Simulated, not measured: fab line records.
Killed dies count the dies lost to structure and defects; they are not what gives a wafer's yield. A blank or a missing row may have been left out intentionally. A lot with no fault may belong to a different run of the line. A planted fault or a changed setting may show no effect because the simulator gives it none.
One fault seen from 3 desks || flow nand_harc || every desk sees just its own numbers, and what lay behind them comes last

## TOOL OWNER'S DESK, rie_metal-03
The tool's own readings at NHARC_A_WL_FILL_ETCHBACK_04 (etches the open film in NF3, target depth 60 nm, time 120 s): means of the sampled wafers that have a number, for each lot that ran on this tool. If a lot's mean is further than 4 standard deviations from the usual mean, the lot is out of limits and carries the mark OUT (the distance appears in the brackets).
Columns: A = drypump_motor_current_A at NHARC_A_WL_FILL_ETCHBACK_04, usual 5.9 A; B = oes_product_au at NHARC_A_WL_FILL_ETCHBACK_04, usual 0.993 a.u.
{"lot": "L558", "first seen here": "day 21 08:52", "A": 6.6, "B": 0.991}
{"lot": "L561", "first seen here": "day 21 16:59", "A": 6.6, "B": 0.996}
{"lot": "L565", "first seen here": "day 24 03:12", "A": 5.7, "B": 0.995}
{"lot": "L571", "first seen here": "day 26 09:14", "A": 6.6, "B": "0.883 (-10) OUT"}
{"lot": "L572", "first seen here": "day 26 20:08", "A": 5.8, "B": "0.923 (-6.4) OUT"}
{"lot": "L574", "first seen here": "day 27 13:31", "A": 6.2, "B": "0.846 (-13) OUT"}
{"lot": "L580", "first seen here": "day 30 02:49", "A": 6.2, "B": 0.992}
This desk finds L571, L572, L574 out of limits, L571 being first, at day 26 09:14 (oes_product_au at NHARC_A_WL_FILL_ETCHBACK_04). Within limits: L558, L561, L565, L580.

## THE DEFECT DESK
Lot by lot, what the route's inspections counted, given as the mean of those sampled wafers with a number. If a lot's mean is further than 4 standard deviations from the usual mean, the lot is out of limits and carries the mark OUT (the distance appears in the brackets).
Columns: A = raw_defect_count at NHARC_A_SLIT_INSPECT_11, usual 55
{"lot": "L558", "first seen here": "day 20 16:43", "A": 52}
{"lot": "L561", "first seen here": "day 20 22:59", "A": 19}
{"lot": "L560", "first seen here": "day 21 00:22", "A": 25}
{"lot": "L559", "first seen here": "day 21 04:05", "A": 102}
{"lot": "L564", "first seen here": "day 22 05:18", "A": 22}
{"lot": "L562", "first seen here": "day 22 05:27", "A": 106}
{"lot": "L566", "first seen here": "day 23 07:11", "A": 116}
{"lot": "L565", "first seen here": "day 23 12:46", "A": 33}
{"lot": "L571", "first seen here": "day 25 13:08", "A": 26}
{"lot": "L572", "first seen here": "day 26 06:45", "A": 83}
{"lot": "L574", "first seen here": "day 26 22:40", "A": 98}
{"lot": "L575", "first seen here": "day 27 16:20", "A": 26}
{"lot": "L579", "first seen here": "day 28 20:17", "A": 44}
{"lot": "L581", "first seen here": "day 29 12:02", "A": 74}
{"lot": "L580", "first seen here": "day 29 12:20", "A": 37}
This desk's finding: nothing out of limits on any of the 15 lots.

## THE METROLOGY DESK
Lot by lot, what the gauges showed, no matter which tool ran the lot: averages of those sampled wafers that carry a number. If a lot's mean is further than 4 standard deviations from the usual mean, the lot is out of limits and carries the mark OUT (the distance appears in the brackets).
Columns: A = cd_nm at NHARC_A_SLIT_CD_MEAS_21, usual 289.9 nm
{"lot": "L558", "first seen here": "day 21 00:50", "A": 290.1}
{"lot": "L561", "first seen here": "day 21 08:49", "A": 289.7}
{"lot": "L560", "first seen here": "day 21 10:43", "A": 288.7}
{"lot": "L559", "first seen here": "day 21 14:31", "A": 290.4}
{"lot": "L564", "first seen here": "day 22 11:41", "A": 290.0}
{"lot": "L562", "first seen here": "day 22 11:51", "A": 289.7}
{"lot": "L566", "first seen here": "day 23 13:33", "A": 289.4}
{"lot": "L565", "first seen here": "day 23 19:11", "A": 287.8}
{"lot": "L571", "first seen here": "day 25 22:43", "A": 290.4}
{"lot": "L572", "first seen here": "day 26 13:11", "A": 288.1}
{"lot": "L574", "first seen here": "day 27 05:27", "A": 287.8}
{"lot": "L575", "first seen here": "day 27 23:00", "A": 291.0}
{"lot": "L579", "first seen here": "day 29 02:49", "A": 291.1}
{"lot": "L581", "first seen here": "day 29 18:22", "A": 291.0}
{"lot": "L580", "first seen here": "day 29 19:25", "A": 290.2}
This desk's finding: nothing out of limits on any of the 15 lots.

## PUT TOGETHER
On L571, L572, L574, at day 26 09:14, an alarm was possible from the tool owner's desk.
The defect desk saw nothing out of limits.
Nothing out of limits was seen by the metrology desk.
The defect desk has L571, L572, L574 on record, within its limits.
The metrology desk has L571, L572, L574 on record, within its limits.
Of the lots named, all ran NHARC_A_WL_FILL_ETCHBACK_04 on rie_metal-03.

## WHAT WAS PUT IN BY THE SIMULATOR
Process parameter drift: rie_metal-03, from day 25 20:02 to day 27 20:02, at NHARC_A_WL_FILL_ETCHBACK_04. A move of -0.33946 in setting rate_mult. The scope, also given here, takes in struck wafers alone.
Struck lots among those shown: L571, L572, L574.
How many hours passed from the start of the fault until each desk's first out-of-limits reading: the tool owner's desk, 13.
